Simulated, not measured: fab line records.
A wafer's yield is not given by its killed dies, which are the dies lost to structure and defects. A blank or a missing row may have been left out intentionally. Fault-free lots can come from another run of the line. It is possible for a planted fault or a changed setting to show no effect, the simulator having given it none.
fab line records | flow n5-finfet
[record] lots = 5 wafers = 15 last-day = 17
route steps=1938 shown BEOL_M6@1241
lots that met no fault: from a run of the same line without faults
start-h: start of the lot's first displayed wafer, in hours after the record's first day | wait-h: how many hours have passed since the lot's step before this one | " identical to the entry in the row above | L1.1+2: a row that stands for several wafers | - no value, or no start given | * or withheld: withheld | < > ~ a bound
route shown NAME@n: names a module that has steps shown in the file, with the first one's number in the route | usual: average and standard deviation across the fault-free wafers | same: alike in all rows | chamber/n: place in a boat | sites: readings site by site | _std_site: how widely they spread, as a standard deviation | _edge_site: the outer-site mean with the inner-site mean subtracted | radius-mm: for every site, how far away it sits from the centre of the wafer | mask NAME#n: copy n | behind: the last tool/chamber to shape the wafer | hold: reason for holding the lot/hours on hold/outcome of the hold | device: names the non-switching transistor (n, p or np) | end of line: the tests these same wafers got at the end of their route | a step given without rows: its recipe and nothing more | killed: not the wafer's yield, but the dies lost to structure and defects at the first sort | map: per-die view of a wafer (x killed, . not killed, _ where there is no die)
set.NAME: the setting that was run; set.NAME@STEP: the one run at that earlier step | model.NAME: the simulator's own value behind a step, which no gauge read
a table for each step, a row for each wafer; lots at some steps of the route
services: when a tool's chamber went out of use (start-h, in hours from the record's first day, below 0 if earlier), for how many hours, and the reason
[[steps]]
[step N5_BEOL_M6_STRIP_80]
[recipe] chemistry = N2/H2 time-s = 10 power-w = 450 temp-c = 40 pressure-mtorr = 20 rf-frequency-hz = 6e+07 bias-power-w = 7 n2-flow-sccm = 200 h2-flow-sccm = 200
[usual] chamber-pressure-mTorr = 20.003/0.018 drypump-motor-current-A = 5.6/0.35 oes-product-au = 0.82/0.073 rf-vpp-V = 59.3/0.9 showerhead-plenum-p-Torr = 2.57/0.082 temp-c = 39.99/0.12 throttle-valve-pct = 23.6/0.38
// columns lot.wafer tool chamber start-h wait-h chamber-pressure-mTorr drypump-motor-current-A oes-product-au rf-hours-counter-h rf-vpp-V showerhead-plenum-p-Torr temp-c throttle-valve-pct
L074.1 rie-diel-06 1 - - 20.014 5.3 0.76 137 59.2 2.45 39.84 24.0
L074.5 " 0 " " 20.011 5.5 0.72 - 59.1 2.52 39.93 23.3
L074.6 " 3 " " 20.003 6.5 0.71 - 59.5 2.62 40.01 24.1
L075.4 rie-diel-04 0 - - 19.989 5.4 0.82 - 59.7 2.69 40.07 24.0
L075.5 " 2 " " 20.033 5.7 0.85 - 58.8 2.59 39.83 23.2
L075.6 " 3 " " 19.983 5.5 0.89 - 59.4 2.58 39.94 23.0
L088.2 rie-diel-03 2 - - 19.990 5.7 0.83 65 59.7 2.68 40.10 23.2
L088.3 " 3 " " 20.008 5.7 0.90 34 59.6 2.60 40.07 24.1
L088.6 " 3 " " 19.994 5.7 0.91 - 59.3 2.60 40.12 24.1
L089.1 rie-diel-04 2 - - 19.972 5.7 0.81 83 58.8 2.57 39.94 23.2
L089.4 " 1 " " 20.056 5.8 0.87 39 60.2 2.59 40.01 23.5
L089.5 " 0 " " 19.999 5.4 0.78 - 59.8 2.68 40.11 24.1
L096.3 rie-diel-06 1 - - 19.979 5.3 0.72 188 58.2 2.43 39.95 24.0
L096.5 " 1 " " 19.993 5.3 0.72 - 58.2 2.43 39.94 24.0
L096.6 " 0 " " 19.998 5.5 0.71 - 60.5 2.51 40.02 23.4
[step N5_BEOL_M6_OCD_MEAS_38]
[usual] trench-depth-nm = 94.5/1.2
// columns lot.wafer tool chamber start-h wait-h trench-depth-nm
L074.1 ocd-01 - 187.81 - 94.8
L074.5 " - " " 92.2
L074.6 " - " " 92.1
L075.4 ocd-01 - 188.31 - 94.5
L075.5 " - " " 93.3
L075.6 " - " " 96.5
L088.2 ocd-02 - 276.17 - 93.6
L088.3 " - " " 95.0
L088.6 " - " " 94.5
L089.1 ocd-02 - 282.65 - 94.0
L089.4 " - " " 95.4
L089.5 " - " " 94.1
L096.3 ocd-01 - 322.44 - 95.5
L096.5 " - " " 95.2
L096.6 " - " " 95.3
[step N5_BEOL_M6_HM_STRIP_39]
[recipe] chemistry = peroxide-tin-strip material = TiN target-depth-a = 250 temp-c = 50 time-s = 158
[usual] temp-c = 50.00/0.11
// columns lot.wafer tool chamber start-h wait-h temp-c
L074.1 wet-bench-04 0 187.84 0.0 49.99
L074.5 " 5 " " 49.87
L074.6 " 4 " " 49.91
L075.4 wet-bench-05 6 188.34 0.0 49.98
L075.5 " 5 " " 50.02
L075.6 " 3 " " 49.95
L088.2 wet-bench-04 3 276.20 0.0 50.00
L088.3 " 1 " " 50.13
L088.6 " 7 " " 50.05
L089.1 wet-bench-05 6 282.68 0.0 49.95
L089.4 " 7 " " 49.96
L089.5 " 0 " " 50.14
L096.3 wet-bench-03 2 322.47 0.0 49.94
L096.5 " 7 " " 50.00
L096.6 " 1 " " 49.99
[step N5_BEOL_M6_SRD_40]
[recipe] time-s = 30 temp-c = 23 rinse-liquid = diw dry = ipa-marangoni
[usual] temp-c = 22.99/0.11
// columns lot.wafer tool chamber start-h wait-h temp-c
L074.1 wet-bench-04 0 187.89 0.0 23.05
L074.5 " 5 " " 23.07
L074.6 " 4 " " 22.84
L075.4 wet-bench-05 6 188.39 0.0 22.91
L075.5 " 5 " " 22.99
L075.6 " 3 " " 23.08
L088.2 wet-bench-04 3 276.25 0.0 23.08
L088.3 " 1 " " 22.92
L088.6 " 7 " " 22.89
L089.1 wet-bench-05 6 282.73 0.0 22.98
L089.4 " 7 " " 22.92
L089.5 " 0 " " 22.95
L096.3 wet-bench-03 2 322.51 0.0 22.91
L096.5 " 7 " " 22.73
L096.6 " 1 " " 22.86
[step N5_BEOL_M6_PRECLEAN_42]
[recipe] chemistry = residue-remover time-s = 60 temp-c = 40
[usual] temp-c = 39.99/0.12
// columns lot.wafer tool chamber start-h wait-h temp-c
L074.1 wet-bench-04 0 187.91 0.0 39.91
L074.5 " 5 " " 39.94
L074.6 " 4 " " 40.16
L075.4 wet-bench-05 6 188.41 0.0 39.91
L075.5 " 5 " " 39.90
L075.6 " 3 " " 40.12
L088.2 wet-bench-04 3 276.26 0.0 40.07
L088.3 " 1 " " 39.94
L088.6 " 7 " " 40.06
L089.1 wet-bench-05 6 282.74 0.0 40.15
L089.4 " 7 " " 39.96
L089.5 " 0 " " 39.94
L096.3 wet-bench-03 2 322.53 0.0 39.91
L096.5 " 7 " " 39.78
L096.6 " 1 " " 39.97
[step N5_BEOL_M6_SRD_43]
[recipe] time-s = 30 temp-c = 23 rinse-liquid = diw dry = ipa-marangoni
[usual] temp-c = 23.01/0.11
// columns lot.wafer tool chamber start-h wait-h temp-c
L074.1 wet-bench-04 0 187.92 0.0 22.97
L074.5 " 5 " " 22.83
L074.6 " 4 " " 22.87
L075.4 wet-bench-05 6 188.42 0.0 22.76
L075.5 " 5 " " 23.19
L075.6 " 3 " " 22.87
L088.2 wet-bench-04 3 276.28 0.0 22.77
L088.3 " 1 " " 22.96
L088.6 " 7 " " 23.17
L089.1 wet-bench-05 6 282.76 0.0 22.90
L089.4 " 7 " " 22.96
L089.5 " 0 " " 22.97
L096.3 wet-bench-03 2 322.55 0.0 22.97
L096.5 " 7 " " 22.98
L096.6 " 1 " " 22.90
[step N5_BEOL_M6_CD_MEAS_35]
[recipe] target-cd-nm = 40 target-cd-y-nm = 28 polarity = opening
[usual] cd-nm = 40.0/0.42
// columns lot.wafer tool chamber start-h wait-h cd-nm
L074.1 cd-sem-03 - 187.97 0.0 40.0
L074.5 " - " " 40.2
L074.6 " - " " 40.5
L075.4 cd-sem-03 - 188.47 0.0 39.7
L075.5 " - " " 40.4
L075.6 " - " " 39.7
L088.2 cd-sem-03 - 276.32 0.0 40.3
L088.3 " - " " 38.8
L088.6 " - " " 39.8
L089.1 cd-sem-01 - 282.80 0.0 39.8
L089.4 " - " " 39.3
L089.5 " - " " 39.7
L096.3 cd-sem-03 - 322.59 0.0 39.6
L096.5 " - " " 39.5
L096.6 " - " " 39.7
[step N5_BEOL_M6_CURE_75]
[recipe] temp-c = 370 time-s = 120 ambient = DMADMS/He material = SiCOH_lowk
[usual] lamp-power-pct = 52.31/0.055 wafer_temp_C_max = 371.8/0.67
// columns lot.wafer tool chamber start-h wait-h lamp-power-pct wafer_temp_C_max
L074.1 uv-cure-01 2 188.01 0.0 52.28 372.1
L074.5 " 2 " " 52.32 371.8
L074.6 " 2 " " 52.24 372.1
L075.4 uv-cure-02 2 188.65 0.2 52.29 371.5
L075.5 " 2 " " 52.27 371.5
L075.6 " 2 " " 52.36 371.3
L088.2 uv-cure-03 2 276.41 0.1 52.25 372.1
L088.3 " 2 " " 52.28 371.8
L088.6 " 2 " " 52.31 372.3
L089.1 uv-cure-02 2 282.84 0.0 52.36 371.0
L089.4 " 2 " " 52.25 371.2
L089.5 " 2 " " 52.34 371.2
L096.3 uv-cure-03 2 322.73 0.1 52.26 371.4
L096.5 " 2 " " 52.27 372.0
L096.6 " 2 " " 52.26 370.9
[step N5_BEOL_M6_DEGAS_44]
[recipe] ambient = vacuum temp-c = 250 time-s = 60
[usual] heater-power-w = 335/36
// columns lot.wafer tool chamber start-h wait-h heater-power-w
L074.1 pvd-sputter-01 - 188.56 0.5 351
L074.5 " - " " 286
L074.6 " - " " 343
L075.4 pvd-sputter-02 - 188.84 0.1 402
L075.5 " - " " 412
L075.6 " - " " 385
L088.2 pvd-sputter-02 - 276.75 0.3 395
L088.3 " - " " 406
L088.6 " - " " 397
L089.1 pvd-sputter-01 - 283.18 0.3 282
L089.4 " - " " 325
L089.5 " - " " 347
L096.3 pvd-sputter-01 - 323.21 0.4 324
L096.5 " - " " 359
L096.6 " - " " 320
[step N5_BEOL_M6_PRE_CLEAN_45]
[recipe] gas = H2/He time-s = 30 temp-c = 250
[usual] heater-power-w = 337/36
// columns lot.wafer tool chamber start-h wait-h heater-power-w
L074.1 pvd-sputter-01 - 188.60 0.0 344
L074.5 " - " " 280
L074.6 " - " " 341
L075.4 pvd-sputter-02 - 188.88 0.0 399
L075.5 " - " " 410
L075.6 " - " " 406
L088.2 pvd-sputter-02 - 276.79 0.0 391
L088.3 " - " " 401
L088.6 " - " " 409
L089.1 pvd-sputter-01 - 283.22 0.0 284
L089.4 " - " " 322
L089.5 " - " " 342
L096.3 pvd-sputter-01 - 323.29 0.0 328
L096.5 " - " " 340
L096.6 " - " " 321
[[services]]
// columns tool chamber start-h hours kind
uv-cure-01 - 177.16 1.0 pm
uv-cure-02 - 198.43 7.5 pm
uv-cure-03 - 205.77 1.0 pm
rie-diel-03 1 211.40 - clean
rie-diel-03 1 211.40 - consumable-replace:focus-ring
rie-diel-03 1 211.40 17.4 scheduled-down
rie-diel-03 1 211.40 17.4 vent-cycle
rie-diel-06 3 226.21 11.0 repair
uv-cure-02 - 229.35 2.1 pm
uv-cure-01 - 233.67 7.5 pm
uv-cure-03 - 241.28 22.2 pm
rie-diel-03 2 276.78 12.1 repair
rie-diel-06 3 311.90 - clean
rie-diel-06 3 311.90 - consumable-replace:focus-ring
rie-diel-06 3 311.90 18.8 scheduled-down
rie-diel-06 3 311.90 18.8 vent-cycle
[[key]]
fault none
